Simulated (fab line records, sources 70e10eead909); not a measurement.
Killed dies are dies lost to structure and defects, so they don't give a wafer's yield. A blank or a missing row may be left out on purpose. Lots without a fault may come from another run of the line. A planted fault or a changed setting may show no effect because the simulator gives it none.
A struck lot beside a sound one | flow nand_harc | 15 steps out of a route of 1302
Sound: wafers L731.2, L731.4, L731.5. Struck: wafers L746.3, L746.5, L746.6. The cause comes at the end.
At each step with rows: each side's tool, then ch and its chambers, then its first start. Under that, the readings that differ: sound wafers | struck wafers | difference of the means | sigmas: that difference in standard deviations of wafers without a fault.
alike: readings whose means differ by less than 2 such deviations, and words and numbers that are the same on both sides. not compared: withheld readings, readings that some wafer has no value for, bounds like >300 that may hide the same value, and numbers for which the record gives no deviation and whose values overlap.
The two part at a step that has a row with sigmas, a row that says differs or no value, or rows on one side only. Numbers that don't overlap but have no deviation are shown without sigmas and don't part them. A reading that every wafer of one side lacks parts them only if that side has two wafers or more.

NHARC_A_DECK1_JOINT_CMP_02: polishes SiOx.
  sound on cmp-03 ch 0,2, day 13 05:23; struck on cmp-03 ch 1,2, day 19 01:23
  alike: motor_current_A
  not compared: pad_life_wafers
then, 1 step without rows for these wafers: NHARC_A_DECK1_JOINT_SRD_15.
NHARC_A_DECK1_JOINT_DEP_16: deposits SiO2, target thk 45 nm.
  sound on pecvd-01 ch 1,2, day 13 05:50; struck on pecvd-01 ch 0,1,2, day 19 01:50
  alike: heater_power_w, rf_fwd_power_W, showerhead_vpp_V, throttle_valve_pct
NHARC_A_DECK1_JOINT_THK_MEAS_17: measures by ellipsometry.
  sound on film_metro-01, day 13 06:03; struck on film_metro-02, day 19 02:04
  alike: thk_nm
NHARC_A_DECK1_JOINT_INSPECT_05:
  sound on defect_inspect-02, day 13 06:05; struck on defect_inspect-02, day 19 02:05
  alike: raw_defect_count
then, 1 step without rows for these wafers: NHARC_A_ONON_D2_DEP_00 (target thk 1000 nm).
NHARC_A_ONON_D2_THK_MEAS_02: measures by ellipsometry.
  sound on film_metro-02, day 13 06:40; struck on film_metro-01, day 19 02:40
  alike: thk_nm
then, 1 step without rows for these wafers: NHARC_A_ONON_D2_DEP_03 (target thk 1000 nm).
NHARC_A_ONON_D2_THK_MEAS_05: measures by ellipsometry.
  sound on film_metro-01, day 13 07:14; struck on film_metro-02, day 19 03:14
  alike: thk_nm
then, 1 step without rows for these wafers: NHARC_A_ONON_D2_DEP_06 (target thk 1000 nm).
NHARC_A_ONON_D2_THK_MEAS_08: measures by ellipsometry.
  sound on film_metro-01, day 13 07:49; struck on film_metro-01, day 19 03:48
  alike: thk_nm
NHARC_A_ONON_D2_DEP_09: target thk 1000 nm.
  sound on pecvd_onon-04 ch 0, day 13 07:55; struck on pecvd_onon-02 ch 0, day 19 03:58
NHARC_A_ONON_D2_THK_MEAS_11: measures by ellipsometry.
  sound on film_metro-01, day 13 08:22; struck on film_metro-02, day 19 04:22
  reading     | sound          | struck      | difference | sigmas
  thk_nm (nm) | 1002 1002 1004 | 550 552 552 | -451       | -47
then, 1 step without rows for these wafers: NHARC_A_ONON_D2_DEP_12 (target thk 1000 nm).
-- the record jumps here: 11 days lie between the struck wafers' starts before and after (it left off in module A_ONON_D2 and takes up again in module END, whose first step shown is number 1302 of the route) --
NHARC_END_SORT_01:
  the record has rows for the struck wafers here (prober-01 ch 0, day 30 15:28) and none for the sound ones

WHERE THEY PART
First at NHARC_A_ONON_D2_THK_MEAS_11; last, within this record, at NHARC_END_SORT_01.

WHY: what the simulator had put in
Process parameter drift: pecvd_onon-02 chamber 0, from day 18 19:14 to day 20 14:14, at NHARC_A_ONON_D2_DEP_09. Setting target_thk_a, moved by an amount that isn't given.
